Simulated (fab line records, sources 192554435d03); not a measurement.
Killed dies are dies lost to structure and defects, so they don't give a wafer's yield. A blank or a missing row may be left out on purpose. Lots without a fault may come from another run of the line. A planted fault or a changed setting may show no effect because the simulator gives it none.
Split-lot experiment | flow n5_finfet | 7 lots, 21 wafers read, on a route of 1938 steps

THE SPLIT
At N5_BEOL_M12_EXPOSE_07 (exposes mask V11), the setting dose_mj was moved away from the recipe's 32.5 on 5 of the 21 wafers read, by +3.3% to +5.2%. The other wafers ran this setting at the recipe's value.

FROM THE SPLIT TO THE READING: what the file shows between them, 3 steps
- N5_BEOL_M12_PEB_08: peb time 90 s
- N5_BEOL_M12_DEVELOP_09: develop time 45 s
- N5_BEOL_M12_HARDBAKE_14: time 120 s

THE READING
cd_nm, in nm, at N5_BEOL_M12_CD_MEAS_10 (target cd 140 nm). Fault-free wafers of this fab line usually give 139.8 nm, standard deviation 1.5 nm.

wafer  | tool, chamber at the split | dose_mj as run | against the recipe | cd_nm, nm | against lot-mates on the recipe
L076.2 | krf_scanner-01, 0          | 32.5           | recipe             | 137.5     | -
L076.4 | krf_scanner-01, 0          | 32.5           | recipe             | 138.8     | -
L076.5 | krf_scanner-01, 0          | 32.5           | recipe             | 139.4     | -
L079.1 | krf_scanner-02, 0          | 32.5           | recipe             | 138.7     | -
L079.2 | krf_scanner-02, 0          | 32.5           | recipe             | 141.5     | -
L079.4 | krf_scanner-02, 0          | 32.5           | recipe             | 140.2     | -
L083.3 | krf_scanner-02, 0          | 32.5           | recipe             | 138.5     | -
L083.4 | krf_scanner-02, 0          | 32.5           | recipe             | 138.8     | -
L083.5 | krf_scanner-02, 0          | 32.5           | recipe             | 137.9     | -
L088.1 | krf_scanner-02, 0          | 32.5           | recipe             | 138.8     | -
L088.4 | krf_scanner-02, 0          | 34.19          | +5.2%              | 145.0     | +6.2
L088.5 | krf_scanner-02, 0          | 34.19          | +5.2%              | 144.9     | +6.1
L089.1 | krf_scanner-01, 0          | 33.58          | +3.3%              | 142.3     | +3.3
L089.2 | krf_scanner-01, 0          | 32.5           | recipe             | 139.0     | -
L089.4 | krf_scanner-01, 0          | 33.58          | +3.3%              | 142.2     | +3.2
L090.1 | krf_scanner-02, 0          | 32.5           | recipe             | 140.0     | -
L090.2 | krf_scanner-02, 0          | 32.5           | recipe             | 138.2     | -
L090.5 | krf_scanner-02, 0          | 33.64          | +3.5%              | 143.0     | +3.9
L092.1 | krf_scanner-01, 0          | 32.5           | recipe             | 139.2     | -
L092.3 | krf_scanner-01, 0          | 32.5           | recipe             | 138.5     | -
L092.4 | krf_scanner-01, 0          | 32.5           | recipe             | 139.7     | -

THE FIT
A straight line over all 21 wafers: cd_nm changes by +1.1 nm for each +1% of dose_mj; r = +0.92; the points scatter about the line by 0.88 nm.
The same after taking each lot's own level away (the mean of its wafers on the recipe; 21 wafers): +1.13 nm for each +1%; r = +0.95; scatter 0.7 nm.
On that fit, the largest move of dose_mj shifts the reading by 5.9 nm.
The lots' own levels span 138.40 to 140.13 nm, that is 1.2 times the standard deviation above.
So the lot-to-lot level changes the slope little: the two slopes agree.
Check: with one of the wafers moved furthest among these (+5.2%) left out of the fit, the line predicts +5.68 nm for it against its lot-mates. It came out at +6.2 nm against them.

THE FILE'S OWN FIT
cd_nm changes by +1.11 nm for each +1% of dose_mj, r = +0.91.
